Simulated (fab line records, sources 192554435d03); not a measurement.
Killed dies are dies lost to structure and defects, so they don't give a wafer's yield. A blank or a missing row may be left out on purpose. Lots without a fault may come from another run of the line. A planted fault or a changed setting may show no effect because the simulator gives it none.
A struck lot beside a sound one | flow n5_finfet | 14 steps out of a route of 1938
Sound: wafers L232.2, L232.3, L232.5. Struck: wafers L228.2, L228.3, L228.4. The cause comes at the end.
At each step with rows: each side's tool, then ch and its chambers, then its first start. Under that, the readings that differ: sound wafers | struck wafers | difference of the means | sigmas: that difference in standard deviations of wafers without a fault.
alike: readings whose means differ by less than 2 such deviations, and words and numbers that are the same on both sides. not compared: withheld readings, readings that some wafer has no value for, bounds like >300 that may hide the same value, and numbers for which the record gives no deviation and whose values overlap.
The two part at a step that has a row with sigmas, a row that says differs or no value, or rows on one side only. Numbers that don't overlap but have no deviation are shown without sigmas and don't part them. A reading that every wafer of one side lacks parts them only if that side has two wafers or more.

N5_BEOL_M10_ILD_DEP_00: deposits SiCOH lowk from DEMS/porogen, target thk 308.51 nm, time 58 s.
  sound on pecvd-01 ch 0,1, day 14 19:25; struck on pecvd-01 ch 0,2, day 14 02:23
  alike: chamber_pressure_Torr, heater_power_w, showerhead_plenum_p_Torr, throttle_valve_pct
N5_BEOL_M10_CURE_71: cures SiCOH lowk, time 240 s.
  sound on uv_cure-01 ch 2, day 14 19:34; struck on uv_cure-01 ch 0, day 14 02:32
  alike: lamp_power_pct, wafer_temp_C_max
N5_BEOL_M10_THK_MEAS_01:
  sound on film_metro-02, day 14 20:00; struck on film_metro-02, day 14 02:58
  alike: M10_ILD_THK
N5_BEOL_M10_PECVD_70: deposits SiO2 from TEOS/O2, target thk 20 nm, time 22.7 s.
  sound on pecvd-04 ch 0,1, day 14 20:02; struck on pecvd-01 ch 0,1, day 14 03:01
  reading                      | sound             | struck            | difference | sigmas
  chamber_pressure_Torr (Torr) | 5.485 5.485 5.491 | 5.516 5.508 5.520 | +0.028     | +2
  alike: heater_power_w, showerhead_plenum_p_Torr, throttle_valve_pct
N5_BEOL_M10_HM_DEP_02: deposits TiN, target thk 20 nm.
  sound on pvd_sputter-01, day 14 21:01; struck on pvd_sputter-02, day 14 05:35
  alike: throttle_valve_pct
then, 7 steps without rows for these wafers: N5_BEOL_M10_COAT_59 (time 60 s, resist thk 100 nm); N5_BEOL_M10_COAT_60 (time 60 s, resist thk 30 nm); N5_BEOL_M10_COAT_05 (resist thk 90 nm); N5_BEOL_M10_EBR_07; N5_BEOL_M10_SOFTBAKE_06 (time 60 s); N5_BEOL_M10_EXPOSE_08 (exposes mask M10); N5_BEOL_M10_PEB_09 (peb time 60 s).
N5_BEOL_M10_DEVELOP_10: develop time 30 s.
  sound on litho_track-01 ch 0, day 14 21:19; struck on litho_track-02, day 14 06:02
  no value came back on the struck wafers for chill_plate_temp_C (C), develop_time_s (s); on the sound wafers chill_plate_temp_C (C) reads 23.21 23.30 23.10
  reading                                       | sound          | struck         | difference | sigmas
  model.CAR-ArF_of_BEOL_M10_COAT_05.thk_nm (nm) | 88.2 88.2 88.2 | 90.2 90.4 90.4 | +2.1       |
N5_BEOL_M10_CD_MEAS_11: target cd 64.1 nm.
  sound on cd_sem-02 ch 0, day 14 21:23; struck on cd_sem-03 ch 0, day 14 06:05
  reading    | sound          | struck | difference                    | sigmas
  cd_nm (nm) | 64.3 65.1 63.6 | - - -  | no value on the struck wafers |

WHERE THEY PART
First at N5_BEOL_M10_PECVD_70; last, within this record, at N5_BEOL_M10_CD_MEAS_11.

WHY: what the simulator had put in
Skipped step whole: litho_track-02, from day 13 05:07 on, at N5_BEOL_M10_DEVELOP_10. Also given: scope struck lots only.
